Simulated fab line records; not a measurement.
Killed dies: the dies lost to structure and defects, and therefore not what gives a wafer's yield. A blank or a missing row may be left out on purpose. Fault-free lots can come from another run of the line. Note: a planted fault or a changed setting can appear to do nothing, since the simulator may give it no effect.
Chamber matching || flow nand harc || NHARC_A_BLC_ALD_23 on ald metal-04 has 4 sister chambers
The step deposits TiN, target thk 3 nm, pulse time 1 s, ald cycles 150. 8 wafers are shown with their chamber, then 8 later ones without.

WAFERS PAIRED WITH THEIR CHAMBERS
{"wafer": "L330.1", "chamber": 3, "heater power w (W)": 1162, "precursor pulse height rel": 1.013}
{"wafer": "L341.3", "chamber": 0, "heater power w (W)": 1075, "precursor pulse height rel": 1.003}
{"wafer": "L341.4", "chamber": 1, "heater power w (W)": 1112, "precursor pulse height rel": 0.982}
{"wafer": "L341.6", "chamber": 2, "heater power w (W)": 1153, "precursor pulse height rel": 0.970}
{"wafer": "L343.1", "chamber": 2, "heater power w (W)": 1134, "precursor pulse height rel": 0.982}
{"wafer": "L343.2", "chamber": 1, "heater power w (W)": 1110, "precursor pulse height rel": 1.017}
{"wafer": "L343.3", "chamber": 3, "heater power w (W)": 1114, "precursor pulse height rel": 0.976}
{"wafer": "L342.1", "chamber": 0, "heater power w (W)": 1072, "precursor pulse height rel": 1.014}

WAFERS WITH NO CHAMBER GIVEN
{"wafer": "L342.2", "heater power w (W)": 1129, "precursor pulse height rel": 1.000}
{"wafer": "L342.3", "heater power w (W)": 1121, "precursor pulse height rel": 1.000}
{"wafer": "L345.2", "heater power w (W)": 1090, "precursor pulse height rel": 1.034}
{"wafer": "L345.3", "heater power w (W)": 1122, "precursor pulse height rel": 1.018}
{"wafer": "L345.6", "heater power w (W)": 1148, "precursor pulse height rel": 1.043}
{"wafer": "L346.1", "heater power w (W)": 1188, "precursor pulse height rel": 0.979}
{"wafer": "L346.2", "heater power w (W)": 1118, "precursor pulse height rel": 1.003}
{"wafer": "L346.6", "heater power w (W)": 1079, "precursor pulse height rel": 1.006}

THE CHAMBER EACH PASSED THROUGH
{"wafer": "L342.2", "from the rows above": "can't be placed: 3 or 1 or 2", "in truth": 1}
{"wafer": "L342.3", "from the rows above": "can't be placed: 1 or 3 or 2", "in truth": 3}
{"wafer": "L345.2", "from the rows above": "can't be placed: 0 or 1 or 3", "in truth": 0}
{"wafer": "L345.3", "from the rows above": "can't be placed: 1 or 3 or 2 or 0", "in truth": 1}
{"wafer": "L345.6", "from the rows above": "can't be placed: 3 or 1 or 2 or 0", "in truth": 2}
{"wafer": "L346.1", "from the rows above": "can't be placed: 2 or 3 or 1", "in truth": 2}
{"wafer": "L346.2", "from the rows above": "can't be placed: 1 or 3 or 2", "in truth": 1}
{"wafer": "L346.6", "from the rows above": "can't be placed: 0 or 1", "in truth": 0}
0 of 8 placed correctly. From these rows, 8 cannot be placed; in 8 the true chamber is one of the candidates. Wrongly placed: 0.
How it was worked out, from the rows above alone: a wafer's distance from a chamber is the root of the sum, over the readings, of the square of ((its reading less the chamber's mean) divided by the reading's scatter). If the next closest chamber is less than 2 further off than the closest, the wafer can't be placed; otherwise it belongs to the closest. The mean given for a chamber averages the wafers shown for that chamber. The scatter: the root of (the sum of the squares of (reading less its chamber's mean) over the shown wafers, divided by (wafers less chambers)).
